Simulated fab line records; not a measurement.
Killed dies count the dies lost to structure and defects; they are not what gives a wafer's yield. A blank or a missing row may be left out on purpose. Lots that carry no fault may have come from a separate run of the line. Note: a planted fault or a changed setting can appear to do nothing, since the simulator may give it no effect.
A single fault, viewed from 3 desks ; flow n5_finfet ; numbers are kept per desk, each desk with only its own; the story behind them comes last

THE TOOL OWNER'S DESK: rie_diel-01
The tool's own readings at N5_BEOL_M2_VIA_ETCH_34 (etches the open film in C4F6/O2, target depth 69.4 nm, time 65.9 s): means of the sampled wafers that have a number, for each lot that ran on this tool. Any lot whose mean is over 4 standard deviations away from the usual mean is out of limits and marked OUT; that distance is given in the brackets.
Columns: A = chamber_pressure_mTorr at N5_BEOL_M2_VIA_ETCH_34, usual 14.998 mTorr; B = drypump_motor_current_A at N5_BEOL_M2_VIA_ETCH_34, usual 5.7 A; C = oes_f_703_au at N5_BEOL_M2_VIA_ETCH_34, usual 0.81 a.u.; D = oes_product_au at N5_BEOL_M2_VIA_ETCH_34, usual 0.81 a.u.; E = rf_vpp_V at N5_BEOL_M2_VIA_ETCH_34, usual 668 V; F = showerhead_plenum_p_Torr at N5_BEOL_M2_VIA_ETCH_34, usual 2.91 Torr; G = throttle_valve_pct at N5_BEOL_M2_VIA_ETCH_34, usual 30.6 %
lot;first seen here;A;B;C;D;E;F;G
L359;day 7 04:00;14.997;5.7;0.81;0.80;658;2.96;30.4
L377;day 12 00:19;14.992;5.6;0.76;0.84;666;2.98;30.8
L379;day 12 11:46;14.999;5.9;0.81;0.93;666;3.02;30.5
This desk's verdict: no lot among the 3 shows anything out of limits.

THE DEFECT DESK
Per lot, the means of the sampled wafers with a number show what the inspections along the route counted. Any lot whose mean is over 4 standard deviations away from the usual mean is out of limits and marked OUT; that distance is given in the brackets.
Columns: A = raw_defect_count at N5_BEOL_M2_INSPECT_30, usual 433
lot;first seen here;A
L359;day 6 17:49;407
L364;day 8 00:41;414
L367;day 8 18:45;414
L368;day 8 21:22;420
L377;day 11 18:02;462
L379;day 12 06:17;457
This desk's verdict: no lot among the 6 shows anything out of limits.

FROM THE METROLOGY DESK
What the gauges read, lot by lot, whatever tool the lot ran on: means of the sampled wafers that have a number. Any lot whose mean is over 4 standard deviations away from the usual mean is out of limits and marked OUT; that distance is given in the brackets. Readings shown: 7 of its 12, picked as those furthest out on some lot.
Columns: A = DIBL_N at N5_BEOL_M4_RC_MEAS_101, usual 36.0 mV/V; B = DIBL_P at N5_BEOL_M4_RC_MEAS_101, usual 35.6 mV/V; C = IOFF_N at N5_BEOL_M4_RC_MEAS_101, usual 0.15 nA/um; D = ION_N at N5_BEOL_M4_RC_MEAS_101, usual 668 uA/um; E = ION_P at N5_BEOL_M4_RC_MEAS_101, usual 455 uA/um; F = SS_P at N5_BEOL_M4_RC_MEAS_101, usual 73.4 mV/dec; G = VT_N at N5_BEOL_M4_RC_MEAS_101, usual 251 mV
lot;first seen here;A;B;C;D;E;F;G
L359;day 6 17:43;35.8;33.8;0.15;665;454;72.5;251
L364;day 8 00:35;33.8;33.1;0.11;650;444;72.8;257
L367;day 8 18:40;34.1;33.1;0.13;660;457;73.3;255
L368;day 8 21:17;33.5;34.1;0.13;661;453;72.9;252
L377;day 11 17:57;37.8;36.5;0.16;671;455;73.7;250
L379;day 12 06:11;36.5;36.1;0.15;668;456;73.9;254
This desk's verdict: no lot among the 6 shows anything out of limits.

TAKEN TOGETHER
Nothing out of limits was seen by the tool owner's desk.
The defect desk saw nothing out of limits.
Metrology desk: nothing out of limits seen.

WHAT THE SIMULATOR PUT IN
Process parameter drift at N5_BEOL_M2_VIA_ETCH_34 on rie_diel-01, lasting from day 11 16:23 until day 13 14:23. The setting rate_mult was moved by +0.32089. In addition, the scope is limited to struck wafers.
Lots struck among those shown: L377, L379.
